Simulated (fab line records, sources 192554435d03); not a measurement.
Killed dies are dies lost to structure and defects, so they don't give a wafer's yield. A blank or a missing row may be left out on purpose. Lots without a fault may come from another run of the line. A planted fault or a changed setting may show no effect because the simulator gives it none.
Chamber matching | flow n5_finfet | N5_BEOL_M6_CURE_74 on uv_cure-01: 3 sister chambers
The step cures SiCOH lowk, time 240 s. 3 wafers are shown with their chamber, then 10 later ones without.

WAFERS WITH THEIR CHAMBER
wafer  | chamber | wafer_temp_C_max
L078.6 | 1       | 386.1
L088.6 | 0       | 388.1
L089.5 | 2       | 387.4

WAFERS WITHOUT THEIR CHAMBER
wafer  | wafer_temp_C_max
L089.6 | 387.2
L092.1 | 387.0
L092.2 | 386.7
L092.6 | 386.2
L093.1 | 386.6
L093.4 | 386.4
L093.5 | 386.1
L095.1 | 386.4
L095.2 | 386.3
L095.4 | 386.8

WHICH CHAMBER EACH WENT THROUGH
wafer  | from the rows above          | in truth
L089.6 | can't be placed: 2 or 0      | 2
L092.1 | can't be placed: 2 or 1 or 0 | 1
L092.2 | can't be placed: 1 or 2      | 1
L092.6 | 1                            | 1
L093.1 | can't be placed: 1 or 2      | 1
L093.4 | can't be placed: 1 or 2      | 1
L093.5 | 1                            | 1
L095.1 | can't be placed: 1 or 2      | 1
L095.2 | 1                            | 1
L095.4 | can't be placed: 2 or 1 or 0 | 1
Placed correctly: 3 of 10. Can't be placed from these rows: 7 (the true chamber is among the candidates in 7). Placed wrongly: 0.
How it was worked out, from the rows above alone: a wafer's distance from a chamber is the root of the sum, over the readings, of the square of ((its reading less the chamber's mean) divided by the reading's scatter). The wafer belongs to the nearest chamber; if the next one is less than 2 further off, it can't be placed. A chamber's mean is the mean of its shown wafers. The scatter: with one shown wafer a chamber, the root of the mean of the squares of how far each hidden wafer lies from its nearest shown one.
